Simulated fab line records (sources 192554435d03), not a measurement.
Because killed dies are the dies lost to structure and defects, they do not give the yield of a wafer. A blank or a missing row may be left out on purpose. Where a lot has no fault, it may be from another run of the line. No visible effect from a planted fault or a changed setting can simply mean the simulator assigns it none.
Lot-split experiment + flow n5_finfet + on a route of 1938 steps: 7 lots, 39 wafers read

SPLIT DETAILS
At N5_SD_EPI_P_ETCH_36 (etches SiARC in CF4, target depth 45.5 nm, time 75.8 s), the setting bias_w was moved away from the recipe's 36 W on 15 of the 39 wafers read, by -12.0% to +18.5%. For the rest of the wafers, this setting stayed at what the recipe calls for.

The reading comes from the split's own step.

THE READING
rf_vpp_V, in V, at N5_SD_EPI_P_ETCH_36 (etches SiARC in CF4, target depth 45.5 nm, time 75.8 s). Typical for fault-free wafers on this fab line: 184.5 V, with standard deviation 1.1 V.

| wafer  | tool, chamber at the split | bias_w as run, W | against the recipe | rf_vpp_V, V | against lot-mates on the recipe |
|--------|----------------------------|------------------|--------------------|-------------|---------------------------------|
| L076.1 | rie_diel-06, 3             | 40.97            | +13.8%             | 200.2       | +16.0                           |
| L076.2 | rie_diel-06, 2             | 36               | recipe             | 183.2       | -                               |
| L076.3 | rie_diel-06, 0             | 40.97            | +13.8%             | 199.1       | +14.9                           |
| L076.4 | rie_diel-06, 1             | 36               | recipe             | 183.8       | -                               |
| L076.5 | rie_diel-06, 2             | 36               | recipe             | 185.7       | -                               |
| L076.6 | rie_diel-06, 3             | 40.97            | +13.8%             | 199.1       | +14.9                           |
| L078.1 | rie_diel-03, 0             | 31.67            | -12.0%             | 170.8       | -13.9                           |
| L078.2 | rie_diel-03, 3             | 31.67            | -12.0%             | 169.8       | -14.9                           |
| L078.3 | rie_diel-03, 2             | 36               | recipe             | 184.6       | -                               |
| L078.4 | rie_diel-03, 1             | 36               | recipe             | 184.6       | -                               |
| L078.5 | rie_diel-03, 2             | 36               | recipe             | 184.8       | -                               |
| L078.6 | rie_diel-03, 3             | 31.67            | -12.0%             | 170.7       | -14.0                           |
| L085.1 | rie_diel-05, 0             | 42.67            | +18.5%             | 205.7       | +21.9                           |
| L085.2 | rie_diel-05, 3             | 42.67            | +18.5%             | 206.4       | +22.6                           |
| L085.3 | rie_diel-05, 2             | 42.67            | +18.5%             | 203.7       | +19.9                           |
| L085.4 | rie_diel-05, 1             | 36               | recipe             | 184.8       | -                               |
| L085.5 | rie_diel-05, 1             | 36               | recipe             | 183.7       | -                               |
| L085.6 | rie_diel-05, 2             | 36               | recipe             | 182.9       | -                               |
| L089.1 | rie_diel-06, 1             | 36               | recipe             | 184.8       | -                               |
| L089.2 | rie_diel-06, 2             | 40.39            | +12.2%             | 197.7       | +13.9                           |
| L089.3 | rie_diel-06, 0             | 36               | recipe             | 183.2       | -                               |
| L089.4 | rie_diel-06, 3             | 40.39            | +12.2%             | 197.1       | +13.3                           |
| L089.5 | rie_diel-06, 0             | 40.39            | +12.2%             | 198.2       | +14.4                           |
| L089.6 | rie_diel-06, 1             | 36               | recipe             | 183.3       | -                               |
| L093.1 | rie_diel-03, 3             | 36               | recipe             | 181.3       | -                               |
| L093.2 | rie_diel-03, 2             | 36               | recipe             | 185.8       | -                               |
| L093.3 | rie_diel-03, 1             | 40.3             | +11.9%             | 199.7       | +15.8                           |
| L093.4 | rie_diel-03, 0             | 36               | recipe             | 184.5       | -                               |
| L093.5 | rie_diel-03, 0             | 40.3             | +11.9%             | 199.2       | +15.3                           |
| L093.6 | rie_diel-03, 3             | 40.3             | +11.9%             | 196.9       | +13.0                           |
| L094.1 | rie_diel-06, 0             | 36               | recipe             | 182.7       | -                               |
| L094.2 | rie_diel-06, 1             | 36               | recipe             | 184.7       | -                               |
| L094.3 | rie_diel-06, 3             | 36               | recipe             | 183.2       | -                               |
| L094.4 | rie_diel-06, 0             | 36               | recipe             | 184.5       | -                               |
| L094.5 | rie_diel-06, 1             | 36               | recipe             | 185.4       | -                               |
| L094.6 | rie_diel-06, 3             | 36               | recipe             | 184.3       | -                               |
| L097.3 | rie_diel-03, 1             | 36               | recipe             | 184.1       | -                               |
| L097.4 | rie_diel-03, 2             | 36               | recipe             | 185.1       | -                               |
| L097.5 | rie_diel-03, 0             | 36               | recipe             | 184.0       | -                               |

THE FIT
A straight line over all 39 wafers: rf_vpp_V changes by +1.14 V for each +1% of bias_w; r = +0.99; the points scatter about the line by 1 V.
The same after taking each lot's own level away (the mean of its wafers on the recipe; 39 wafers): +1.16 V for each +1%; r = +0.99; scatter 1 V.
According to that fit, moving bias_w by its largest amount changes the reading by 22 V.
Measured against the standard deviation above, the lots' own levels, which go from 183.77 to 184.67 V, span 0.8 times it.
The two slopes agree, so the slope changes little with the lot-to-lot level.
Check: +21.4 V against its lot-mates is what the line predicts for one of the wafers moved furthest among these (+18.5%) when that wafer is left out of the fit. It came out at +21.9 V against them.
Tool readings at the split's step, against how far the setting was moved: rf_vpp_V r = +0.99.

OTHER SPLITS ON THESE WAFERS
Note: prior to the reading, these wafers also went through further splits. Each is held against what the fit with the lots' levels taken away leaves over:
| other split on the same wafers | wafers away from the commonest value | r with rf_vpp_V (lot level and that fit taken away) |
|--------------------------------|--------------------------------------|-----------------------------------------------------|
| N5_SD_EPI_N_EPI_21 temp_c      | 15                                   | -0.11                                               |

FILE'S OWN FIT
rf_vpp_V changes by +1.16 V for each +1% of bias_w, r = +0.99.
